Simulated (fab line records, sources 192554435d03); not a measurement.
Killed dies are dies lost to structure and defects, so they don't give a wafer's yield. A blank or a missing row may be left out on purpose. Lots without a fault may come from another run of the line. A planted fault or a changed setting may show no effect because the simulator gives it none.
A struck lot beside a sound one | flow n5_finfet | 15 steps out of a route of 1938
Sound: wafers L887.1, L887.4, L887.6. Struck: wafers L883.1, L883.4. The cause comes at the end.
At each step with rows: each side's tool, then ch and its chambers, then its first start. Under that, the readings that differ: sound wafers | struck wafers | difference of the means | sigmas: that difference in standard deviations of wafers without a fault.
alike: readings whose means differ by less than 2 such deviations, and words and numbers that are the same on both sides. not compared: withheld readings, readings that some wafer has no value for, bounds like >300 that may hide the same value, and numbers for which the record gives no deviation and whose values overlap.
The two part at a step that has a row with sigmas, a row that says differs or no value, or rows on one side only. Numbers that don't overlap but have no deviation are shown without sigmas and don't part them. A reading that every wafer of one side lacks parts them only if that side has two wafers or more.

first, 9 steps without rows for these wafers: N5_BEOL_M3_COAT_76 (time 60 s, resist thk 5 nm); N5_BEOL_M3_COAT_22 (resist thk 30 nm); N5_BEOL_M3_EBR_24; N5_BEOL_M3_SOFTBAKE_23 (time 60 s); N5_BEOL_M3_EXPOSE_25 (exposes mask V2, defocus 5 nm); N5_BEOL_M3_PEB_26 (peb time 60 s); N5_BEOL_M3_DEVELOP_27 (develop time 30 s); N5_BEOL_M3_DESCUM_33 (chemistry O2, time 7 s); N5_BEOL_M3_ETCH_77 (etches underlayer in N2/H2, target depth 6.5 nm, time 5.2 s).
N5_BEOL_M3_ETCH_69: etches SiARC in CF4, target depth 15.6 nm, time 26 s.
  sound on rie_diel-02 ch 0,1,2, day 10 17:13; struck on rie_diel-02 ch 0,2, day 9 06:24
  no value came back on the struck wafers for any of 8 readings (bias_w (W), cf4_flow_sccm (sccm) and others); on the sound wafers bias_w (W) reads 35.85 36.08 36.05
  not compared: rf_hours_counter_h
then, 1 step without rows for these wafers: N5_BEOL_M3_ALD_98 (deposits SiO2, target thk 2.5 nm, pulse time 1 s, co reactant pulse time 1 s).
N5_BEOL_M3_ETCHBACK_99: etches SiO2 in CHF3, target depth 5 nm, time 10.4 s.
  sound on rie_diel-05 ch 0,2,3, day 10 21:04; struck on rie_diel-02 ch 1,3, day 9 09:54
  reading               | sound          | struck    | difference | sigmas
  oes_product_au (a.u.) | 0.69 0.80 0.86 | 0.27 0.27 | -0.51      | -6
  alike: drypump_motor_current_A, rf_vpp_V, showerhead_plenum_p_Torr, throttle_valve_pct
  not compared: rf_hours_counter_h
N5_BEOL_M3_ETCH_70: etches SOC in N2/H2, target depth 80 nm, overetch 16 nm, time 120 s.
  sound on rie_diel-05 ch 0,2,3, day 10 21:06; struck on rie_diel-02 ch 1,3, day 9 09:56
  reading               | sound          | struck    | difference | sigmas
  oes_product_au (a.u.) | 0.53 0.61 0.66 | 0.27 0.27 | -0.33      | -5
  alike: bias_w, chamber_pressure_mTorr, drypump_motor_current_A, rf_vpp_V, showerhead_plenum_p_Torr, throttle_valve_pct
  not compared: rf_hours_counter_h
N5_BEOL_M4_RC_MEAS_101:
  the record has rows for the sound wafers here (prober-01 ch 0, day 11 15:11) and none for the struck ones
-- the record jumps here: 5 days lie between the struck wafers' starts before and after (it left off in module BEOL_M4 and takes up again in module PASSIVATION, whose first step shown is number 1936 of the route) --
N5_PASSIVATION_PROBE_49:
  the record has rows for the struck wafers here (prober-02, day 14 16:00) and none for the sound ones

WHERE THEY PART
First at N5_BEOL_M3_ETCH_69; last, within this record, at N5_PASSIVATION_PROBE_49.

WHY: what the simulator had put in
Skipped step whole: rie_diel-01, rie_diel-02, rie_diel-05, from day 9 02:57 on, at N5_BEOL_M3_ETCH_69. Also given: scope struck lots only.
